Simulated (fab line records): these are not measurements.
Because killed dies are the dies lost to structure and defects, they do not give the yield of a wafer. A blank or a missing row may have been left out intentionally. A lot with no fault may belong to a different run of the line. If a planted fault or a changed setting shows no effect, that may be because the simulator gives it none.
fab line records / flow nand_harc
record: lots: 6 wafers: 18 last_day: 34
route steps=1302 shown A_ONON_D2@546
lots with no fault: from the same line, run without faults
start_h: hours from the record's first day to the start of the lot's first wafer shown / wait_h: hours since the lot's step before / " the same as in the row above / L1.1+2: a single row standing in for several wafers / - no value, or no start was given / * or withheld: withheld / < > ~ a bound
route shown NAME@n: a module of which the file shows steps, and the number in the route of the first / usual: average and standard deviation across the fault-free wafers / same: alike in all rows / chamber/n: place in a boat / sites: the reading at each site / _std_site: their standard deviation / _edge_site: the outer-site mean with the inner-site mean subtracted / radius_mm: for every site, how far away it sits from the centre of the wafer / mask NAME#n: copy n / behind: the tool/chamber that last shaped the wafer / hold: what put the lot on hold/how long, in hours/how the hold closed / device: transistor that didn't switch, given as n, p or np / end of line: at the end of the route, the tests of the same wafers / step lacking rows: just its recipe / killed: the dies lost at the first sort to structure and to defects; this is not the yield of the wafer / map: a wafer's dies, marking killed ones x, the rest . and places with no die _
set.NAME: the run value of the setting; set.NAME@STEP: its run value at that earlier step / model.NAME: the simulator's own value behind a step, which no gauge read
a table for each step, a row for each wafer; lots at some steps of the route
services: from which hour (start_h, from the record's first day; less than 0 if before it) a tool's chamber was out of use, for how many hours, and why
== steps ==
step: NHARC_A_ONON_D2_THK_MEAS_02
recipe: thk_meas_gauge: ellipsometry
usual: thk_nm: 999/9.6
lot.wafer=L987.1 tool=film_metro-02 chamber=- start_h=284.28 wait_h=- thk_nm=1010
lot.wafer=L987.2 tool=film_metro-02 chamber=- start_h=284.28 wait_h=- thk_nm=1008
lot.wafer=L987.5 tool=film_metro-02 chamber=- start_h=284.28 wait_h=- thk_nm=1013
lot.wafer=L995.2 tool=film_metro-01 chamber=- start_h=380.56 wait_h=- thk_nm=998
lot.wafer=L995.4 tool=film_metro-01 chamber=- start_h=380.56 wait_h=- thk_nm=998
lot.wafer=L995.5 tool=film_metro-01 chamber=- start_h=380.56 wait_h=- thk_nm=996
lot.wafer=L101.1 tool=film_metro-01 chamber=- start_h=423.32 wait_h=- thk_nm=996
lot.wafer=L101.2 tool=film_metro-01 chamber=- start_h=423.32 wait_h=- thk_nm=995
lot.wafer=L101.6 tool=film_metro-01 chamber=- start_h=423.32 wait_h=- thk_nm=998
lot.wafer=L103.2 tool=film_metro-01 chamber=- start_h=448.66 wait_h=- thk_nm=986
lot.wafer=L103.3 tool=film_metro-01 chamber=- start_h=448.66 wait_h=- thk_nm=987
lot.wafer=L103.5 tool=film_metro-01 chamber=- start_h=448.66 wait_h=- thk_nm=986
lot.wafer=L104.2 tool=film_metro-02 chamber=- start_h=448.66 wait_h=- thk_nm=1009
lot.wafer=L104.5 tool=film_metro-02 chamber=- start_h=448.66 wait_h=- thk_nm=1007
lot.wafer=L104.6 tool=film_metro-02 chamber=- start_h=448.66 wait_h=- thk_nm=1008
lot.wafer=L109.1 tool=film_metro-02 chamber=- start_h=511.76 wait_h=- thk_nm=992
lot.wafer=L109.5 tool=film_metro-02 chamber=- start_h=511.76 wait_h=- thk_nm=995
lot.wafer=L109.6 tool=film_metro-02 chamber=- start_h=511.76 wait_h=- thk_nm=993
step: NHARC_A_ONON_D2_DEP_03
recipe: target_thk_a: 10000 n2_flow_sccm: 2750 n2o_flow_sccm: 2000 nh3_flow_sccm: 500 sih4_flow_sccm: 210 temp_c: 400
step: NHARC_A_ONON_D2_THK_MEAS_05
recipe: thk_meas_gauge: ellipsometry
usual: thk_nm: 1002/7.4
lot.wafer=L987.1 tool=film_metro-01 chamber=- start_h=284.84 wait_h=- thk_nm=1003
lot.wafer=L987.2 tool=film_metro-01 chamber=- start_h=284.84 wait_h=- thk_nm=1005
lot.wafer=L987.5 tool=film_metro-01 chamber=- start_h=284.84 wait_h=- thk_nm=1003
lot.wafer=L995.2 tool=film_metro-01 chamber=- start_h=381.13 wait_h=- thk_nm=1014
lot.wafer=L995.4 tool=film_metro-01 chamber=- start_h=381.13 wait_h=- thk_nm=1015
lot.wafer=L995.5 tool=film_metro-01 chamber=- start_h=381.13 wait_h=- thk_nm=1014
lot.wafer=L101.1 tool=film_metro-02 chamber=- start_h=423.88 wait_h=- thk_nm=996
lot.wafer=L101.2 tool=film_metro-02 chamber=- start_h=423.88 wait_h=- thk_nm=995
lot.wafer=L101.6 tool=film_metro-02 chamber=- start_h=423.88 wait_h=- thk_nm=996
lot.wafer=L103.2 tool=film_metro-02 chamber=- start_h=449.22 wait_h=- thk_nm=1004
lot.wafer=L103.3 tool=film_metro-02 chamber=- start_h=449.22 wait_h=- thk_nm=1002
lot.wafer=L103.5 tool=film_metro-02 chamber=- start_h=449.22 wait_h=- thk_nm=1003
lot.wafer=L104.2 tool=film_metro-01 chamber=- start_h=449.22 wait_h=- thk_nm=1009
lot.wafer=L104.5 tool=film_metro-01 chamber=- start_h=449.22 wait_h=- thk_nm=1008
lot.wafer=L104.6 tool=film_metro-01 chamber=- start_h=449.22 wait_h=- thk_nm=1008
lot.wafer=L109.1 tool=film_metro-02 chamber=- start_h=512.33 wait_h=- thk_nm=994
lot.wafer=L109.5 tool=film_metro-02 chamber=- start_h=512.33 wait_h=- thk_nm=994
lot.wafer=L109.6 tool=film_metro-02 chamber=- start_h=512.33 wait_h=- thk_nm=993
step: NHARC_A_ONON_D2_DEP_06
recipe: target_thk_a: 10000 n2_flow_sccm: 2750 n2o_flow_sccm: 2000 nh3_flow_sccm: 500 sih4_flow_sccm: 210 temp_c: 400
step: NHARC_A_ONON_D2_THK_MEAS_08
recipe: thk_meas_gauge: ellipsometry
usual: thk_nm: 996/8.6
lot.wafer=L987.1 tool=film_metro-02 chamber=- start_h=285.41 wait_h=- thk_nm=999
lot.wafer=L987.2 tool=film_metro-02 chamber=- start_h=285.41 wait_h=- thk_nm=1000
lot.wafer=L987.5 tool=film_metro-02 chamber=- start_h=285.41 wait_h=- thk_nm=999
lot.wafer=L995.2 tool=film_metro-01 chamber=- start_h=381.70 wait_h=- thk_nm=992
lot.wafer=L995.4 tool=film_metro-01 chamber=- start_h=381.70 wait_h=- thk_nm=993
lot.wafer=L995.5 tool=film_metro-01 chamber=- start_h=381.70 wait_h=- thk_nm=994
lot.wafer=L101.1 tool=film_metro-02 chamber=- start_h=424.44 wait_h=- thk_nm=993
lot.wafer=L101.2 tool=film_metro-02 chamber=- start_h=424.44 wait_h=- thk_nm=993
lot.wafer=L101.6 tool=film_metro-02 chamber=- start_h=424.44 wait_h=- thk_nm=993
lot.wafer=L103.2 tool=film_metro-02 chamber=- start_h=449.78 wait_h=- thk_nm=1000
lot.wafer=L103.3 tool=film_metro-02 chamber=- start_h=449.78 wait_h=- thk_nm=999
lot.wafer=L103.5 tool=film_metro-02 chamber=- start_h=449.78 wait_h=- thk_nm=998
lot.wafer=L104.2 tool=film_metro-01 chamber=- start_h=449.79 wait_h=- thk_nm=996
lot.wafer=L104.5 tool=film_metro-01 chamber=- start_h=449.79 wait_h=- thk_nm=997
lot.wafer=L104.6 tool=film_metro-01 chamber=- start_h=449.79 wait_h=- thk_nm=996
lot.wafer=L109.1 tool=film_metro-02 chamber=- start_h=512.90 wait_h=- thk_nm=994
lot.wafer=L109.5 tool=film_metro-02 chamber=- start_h=512.90 wait_h=- thk_nm=996
lot.wafer=L109.6 tool=film_metro-02 chamber=- start_h=512.90 wait_h=- thk_nm=994
step: NHARC_A_ONON_D2_DEP_09
recipe: target_thk_a: 10000 n2_flow_sccm: 2750 n2o_flow_sccm: 2000 nh3_flow_sccm: 500 sih4_flow_sccm: 210 temp_c: 400
step: NHARC_A_ONON_D2_THK_MEAS_11
recipe: thk_meas_gauge: ellipsometry
usual: thk_nm: 999/7.7
lot.wafer=L987.1 tool=film_metro-01 chamber=- start_h=285.98 wait_h=- thk_nm=1005
lot.wafer=L987.2 tool=film_metro-01 chamber=- start_h=285.98 wait_h=- thk_nm=1004
lot.wafer=L987.5 tool=film_metro-01 chamber=- start_h=285.98 wait_h=- thk_nm=1005
lot.wafer=L995.2 tool=film_metro-01 chamber=- start_h=382.27 wait_h=- thk_nm=987
lot.wafer=L995.4 tool=film_metro-01 chamber=- start_h=382.27 wait_h=- thk_nm=989
lot.wafer=L995.5 tool=film_metro-01 chamber=- start_h=382.27 wait_h=- thk_nm=986
lot.wafer=L101.1 tool=film_metro-01 chamber=- start_h=425.01 wait_h=- thk_nm=1004
lot.wafer=L101.2 tool=film_metro-01 chamber=- start_h=425.01 wait_h=- thk_nm=1002
lot.wafer=L101.6 tool=film_metro-01 chamber=- start_h=425.01 wait_h=- thk_nm=1004
lot.wafer=L103.2 tool=film_metro-01 chamber=- start_h=450.35 wait_h=- thk_nm=1003
lot.wafer=L103.3 tool=film_metro-01 chamber=- start_h=450.35 wait_h=- thk_nm=1006
lot.wafer=L103.5 tool=film_metro-01 chamber=- start_h=450.35 wait_h=- thk_nm=1004
lot.wafer=L104.2 tool=film_metro-02 chamber=- start_h=450.35 wait_h=- thk_nm=1003
lot.wafer=L104.5 tool=film_metro-02 chamber=- start_h=450.35 wait_h=- thk_nm=1003
lot.wafer=L104.6 tool=film_metro-02 chamber=- start_h=450.35 wait_h=- thk_nm=1004
lot.wafer=L109.1 tool=film_metro-01 chamber=- start_h=513.46 wait_h=- thk_nm=1004
lot.wafer=L109.5 tool=film_metro-01 chamber=- start_h=513.46 wait_h=- thk_nm=1004
lot.wafer=L109.6 tool=film_metro-01 chamber=- start_h=513.46 wait_h=- thk_nm=1002
step: NHARC_A_ONON_D2_DEP_12
recipe: target_thk_a: 10000 n2_flow_sccm: 2750 n2o_flow_sccm: 2000 nh3_flow_sccm: 500 sih4_flow_sccm: 210 temp_c: 400
step: NHARC_A_ONON_D2_THK_MEAS_14
recipe: thk_meas_gauge: ellipsometry
usual: thk_nm: 1001/10
lot.wafer=L987.1 tool=film_metro-01 chamber=- start_h=286.55 wait_h=- thk_nm=1002
lot.wafer=L987.2 tool=film_metro-01 chamber=- start_h=286.55 wait_h=- thk_nm=1002
lot.wafer=L987.5 tool=film_metro-01 chamber=- start_h=286.55 wait_h=- thk_nm=1003
lot.wafer=L995.2 tool=film_metro-01 chamber=- start_h=382.84 wait_h=- thk_nm=997
lot.wafer=L995.4 tool=film_metro-01 chamber=- start_h=382.84 wait_h=- thk_nm=995
lot.wafer=L995.5 tool=film_metro-01 chamber=- start_h=382.84 wait_h=- thk_nm=996
lot.wafer=L101.1 tool=film_metro-02 chamber=- start_h=425.58 wait_h=- thk_nm=1013
lot.wafer=L101.2 tool=film_metro-02 chamber=- start_h=425.58 wait_h=- thk_nm=1014
lot.wafer=L101.6 tool=film_metro-02 chamber=- start_h=425.58 wait_h=- thk_nm=1014
lot.wafer=L103.2 tool=film_metro-01 chamber=- start_h=450.91 wait_h=- thk_nm=998
lot.wafer=L103.3 tool=film_metro-01 chamber=- start_h=450.91 wait_h=- thk_nm=996
lot.wafer=L103.5 tool=film_metro-01 chamber=- start_h=450.91 wait_h=- thk_nm=998
lot.wafer=L104.2 tool=film_metro-02 chamber=- start_h=450.92 wait_h=- thk_nm=1014
lot.wafer=L104.5 tool=film_metro-02 chamber=- start_h=450.92 wait_h=- thk_nm=1014
lot.wafer=L104.6 tool=film_metro-02 chamber=- start_h=450.92 wait_h=- thk_nm=1016
lot.wafer=L109.1 tool=film_metro-02 chamber=- start_h=514.03 wait_h=- thk_nm=995
lot.wafer=L109.5 tool=film_metro-02 chamber=- start_h=514.03 wait_h=- thk_nm=996
lot.wafer=L109.6 tool=film_metro-02 chamber=- start_h=514.03 wait_h=- thk_nm=993
step: NHARC_A_ONON_D2_ANNEAL_15
recipe: temp_c: 750 time_s: 3600
step: NHARC_A_ONON_D2_DEP_16
recipe: target_thk_a: 10000 n2_flow_sccm: 2750 n2o_flow_sccm: 2000 nh3_flow_sccm: 500 sih4_flow_sccm: 210 temp_c: 400
step: NHARC_A_ONON_D2_THK_MEAS_18
recipe: thk_meas_gauge: ellipsometry
usual: thk_nm: 1004/9.7
lot.wafer=L987.1 tool=film_metro-02 chamber=- start_h=293.85 wait_h=- thk_nm=1009
lot.wafer=L987.2 tool=film_metro-02 chamber=- start_h=293.85 wait_h=- thk_nm=1007
lot.wafer=L987.5 tool=film_metro-02 chamber=- start_h=293.85 wait_h=- thk_nm=1008
lot.wafer=L995.2 tool=film_metro-01 chamber=- start_h=391.41 wait_h=- thk_nm=1025
lot.wafer=L995.4 tool=film_metro-01 chamber=- start_h=391.41 wait_h=- thk_nm=1023
lot.wafer=L995.5 tool=film_metro-01 chamber=- start_h=391.41 wait_h=- thk_nm=1025
lot.wafer=L101.1 tool=film_metro-02 chamber=- start_h=432.95 wait_h=- thk_nm=1014
lot.wafer=L101.2 tool=film_metro-02 chamber=- start_h=432.95 wait_h=- thk_nm=1013
lot.wafer=L101.6 tool=film_metro-02 chamber=- start_h=432.95 wait_h=- thk_nm=1013
lot.wafer=L104.2 tool=film_metro-01 chamber=- start_h=458.31 wait_h=- thk_nm=989
lot.wafer=L104.5 tool=film_metro-01 chamber=- start_h=458.31 wait_h=- thk_nm=989
lot.wafer=L104.6 tool=film_metro-01 chamber=- start_h=458.31 wait_h=- thk_nm=989
lot.wafer=L103.2 tool=film_metro-01 chamber=- start_h=458.32 wait_h=- thk_nm=1013
lot.wafer=L103.3 tool=film_metro-01 chamber=- start_h=458.32 wait_h=- thk_nm=1013
lot.wafer=L103.5 tool=film_metro-01 chamber=- start_h=458.32 wait_h=- thk_nm=1012
lot.wafer=L109.1 tool=film_metro-01 chamber=- start_h=523.91 wait_h=- thk_nm=1005
lot.wafer=L109.5 tool=film_metro-01 chamber=- start_h=523.91 wait_h=- thk_nm=1007
lot.wafer=L109.6 tool=film_metro-01 chamber=- start_h=523.91 wait_h=- thk_nm=1007
step: NHARC_A_ONON_D2_DEP_19
recipe: target_thk_a: 10000 n2_flow_sccm: 2750 n2o_flow_sccm: 2000 nh3_flow_sccm: 500 sih4_flow_sccm: 210 temp_c: 400
usual: n2o_flow_sccm: 2000/6.3
lot.wafer=L987.1 tool=pecvd_onon-01 chamber=0 start_h=293.90 wait_h=0.1 n2o_flow_sccm=2018
lot.wafer=L987.2 tool=pecvd_onon-01 chamber=0 start_h=293.90 wait_h=0.1 n2o_flow_sccm=2009
lot.wafer=L987.5 tool=pecvd_onon-01 chamber=0 start_h=293.90 wait_h=0.1 n2o_flow_sccm=2008
lot.wafer=L995.2 tool=pecvd_onon-02 chamber=0 start_h=391.53 wait_h=0.1 n2o_flow_sccm=2009
lot.wafer=L995.4 tool=pecvd_onon-02 chamber=0 start_h=391.53 wait_h=0.1 n2o_flow_sccm=2003
lot.wafer=L995.5 tool=pecvd_onon-02 chamber=0 start_h=391.53 wait_h=0.1 n2o_flow_sccm=2003
lot.wafer=L101.1 tool=pecvd_onon-02 chamber=0 start_h=433.01 wait_h=0.1 n2o_flow_sccm=1999
lot.wafer=L101.2 tool=pecvd_onon-02 chamber=0 start_h=433.01 wait_h=0.1 n2o_flow_sccm=2011
lot.wafer=L101.6 tool=pecvd_onon-02 chamber=0 start_h=433.01 wait_h=0.1 n2o_flow_sccm=2003
lot.wafer=L104.2 tool=pecvd_onon-03 chamber=0 start_h=458.43 wait_h=0.1 n2o_flow_sccm=2000
lot.wafer=L104.5 tool=pecvd_onon-03 chamber=0 start_h=458.43 wait_h=0.1 n2o_flow_sccm=1994
lot.wafer=L104.6 tool=pecvd_onon-03 chamber=0 start_h=458.43 wait_h=0.1 n2o_flow_sccm=2006
lot.wafer=L103.2 tool=pecvd_onon-02 chamber=0 start_h=458.43 wait_h=0.1 n2o_flow_sccm=2004
lot.wafer=L103.3 tool=pecvd_onon-02 chamber=0 start_h=458.43 wait_h=0.1 n2o_flow_sccm=2012
lot.wafer=L103.5 tool=pecvd_onon-02 chamber=0 start_h=458.43 wait_h=0.1 n2o_flow_sccm=1990
lot.wafer=L109.1 tool=pecvd_onon-02 chamber=0 start_h=523.97 wait_h=0.1 n2o_flow_sccm=1994
lot.wafer=L109.5 tool=pecvd_onon-02 chamber=0 start_h=523.97 wait_h=0.1 n2o_flow_sccm=2003
lot.wafer=L109.6 tool=pecvd_onon-02 chamber=0 start_h=523.97 wait_h=0.1 n2o_flow_sccm=1997
step: NHARC_A_ONON_D2_THK_MEAS_21
recipe: thk_meas_gauge: ellipsometry
usual: thk_nm: 998/9.4
lot.wafer=L987.1 tool=film_metro-01 chamber=- start_h=294.42 wait_h=- hold=- thk_nm=993
lot.wafer=L987.2 tool=film_metro-01 chamber=- start_h=294.42 wait_h=- hold=- thk_nm=995
lot.wafer=L987.5 tool=film_metro-01 chamber=- start_h=294.42 wait_h=- hold=- thk_nm=995
lot.wafer=L995.2 tool=film_metro-02 chamber=- start_h=392.00 wait_h=- hold=- thk_nm=996
lot.wafer=L995.4 tool=film_metro-02 chamber=- start_h=392.00 wait_h=- hold=- thk_nm=995
lot.wafer=L995.5 tool=film_metro-02 chamber=- start_h=392.00 wait_h=- hold=- thk_nm=994
lot.wafer=L101.1 tool=film_metro-01 chamber=- start_h=433.52 wait_h=- hold=await_dispo/0.2h/release thk_nm=669
lot.wafer=L101.2 tool=film_metro-01 chamber=- start_h=433.52 wait_h=- hold=await_dispo/0.2h/release thk_nm=670
lot.wafer=L101.6 tool=film_metro-01 chamber=- start_h=433.52 wait_h=- hold=await_dispo/0.2h/release thk_nm=668
lot.wafer=L101.1 tool=film_metro-01 chamber=- start_h=433.70 wait_h=0.2 hold=- thk_nm=669
lot.wafer=L101.2 tool=film_metro-01 chamber=- start_h=433.70 wait_h=0.2 hold=- thk_nm=670
lot.wafer=L101.6 tool=film_metro-01 chamber=- start_h=433.70 wait_h=0.2 hold=- thk_nm=669
lot.wafer=L104.2 tool=film_metro-02 chamber=- start_h=458.88 wait_h=- hold=- thk_nm=980
lot.wafer=L104.5 tool=film_metro-02 chamber=- start_h=458.88 wait_h=- hold=- thk_nm=979
lot.wafer=L104.6 tool=film_metro-02 chamber=- start_h=458.88 wait_h=- hold=- thk_nm=979
lot.wafer=L103.2 tool=film_metro-01 chamber=- start_h=458.88 wait_h=- hold=await_dispo/0.2h/release thk_nm=677
lot.wafer=L103.3 tool=film_metro-01 chamber=- start_h=458.88 wait_h=- hold=await_dispo/0.2h/release thk_nm=676
lot.wafer=L103.5 tool=film_metro-01 chamber=- start_h=458.88 wait_h=- hold=await_dispo/0.2h/release thk_nm=675
lot.wafer=L103.2 tool=film_metro-01 chamber=- start_h=459.06 wait_h=0.2 hold=- thk_nm=676
lot.wafer=L103.3 tool=film_metro-01 chamber=- start_h=459.06 wait_h=0.2 hold=- thk_nm=674
lot.wafer=L103.5 tool=film_metro-01 chamber=- start_h=459.06 wait_h=0.2 hold=- thk_nm=677
lot.wafer=L109.1 tool=film_metro-02 chamber=- start_h=524.48 wait_h=- hold=- thk_nm=1001
lot.wafer=L109.5 tool=film_metro-02 chamber=- start_h=524.48 wait_h=- hold=- thk_nm=1000
lot.wafer=L109.6 tool=film_metro-02 chamber=- start_h=524.48 wait_h=- hold=- thk_nm=1001
== services ==
tool=pecvd_onon-02 chamber=- start_h=290.96 hours=10.0 kind=repair
tool=pecvd_onon-02 chamber=- start_h=312.10 hours=0.1 kind=repair
tool=pecvd_onon-02 chamber=- start_h=366.24 hours=13.0 kind=pm
tool=pecvd_onon-03 chamber=- start_h=408.48 hours=13.0 kind=pm
tool=pecvd_onon-01 chamber=- start_h=450.16 hours=13.0 kind=pm
tool=pecvd_onon-03 chamber=- start_h=514.01 hours=0.7 kind=repair
== key ==
first_sign: step: NHARC_A_ONON_D2_THK_MEAS_21 reading: visit direction: added
effect: step: NHARC_A_ONON_D2_THK_MEAS_21 reading: thk_nm direction: down sigmas: 35 usual: 998 struck: 673
met_at NHARC_A_ONON_D2_DEP_19
struck_wafers L101.1,L101.2,L101.6,L103.2,L103.3,L103.5
later_rows_left_out L101.1,L101.2,L101.6,L103.2,L103.3,L103.5
sort_left_out L101.1,L101.2,L101.6,L103.2,L103.3,L103.5
tester_left_out L101,L103
onset_between 391.53 433.01
fault: kind: process_parameter_drift tool: pecvd_onon-02 chamber: 0 onset_h: 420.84 steps: NHARC_A_ONON_D2_DEP_19 channel: target_thk_a offset: * shape: step end_h: 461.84 acts_in: * stated: *
tester_left_out: of these lots the tester's yield and bins aren't shown, on N5 and GAA mostly nor the transistor test; their killed dies are dies lost to structure and defects alone, not to doping, threshold or leakage, so they don't give the yield
sort_left_out: the simulated sort isn't trusted on such a fault, so these wafers' sort isn't shown, and their yield isn't known
later_rows_left_out: the simulator's readings of these wafers behind a module that went badly wrong aren't trusted and aren't shown, but for the sort
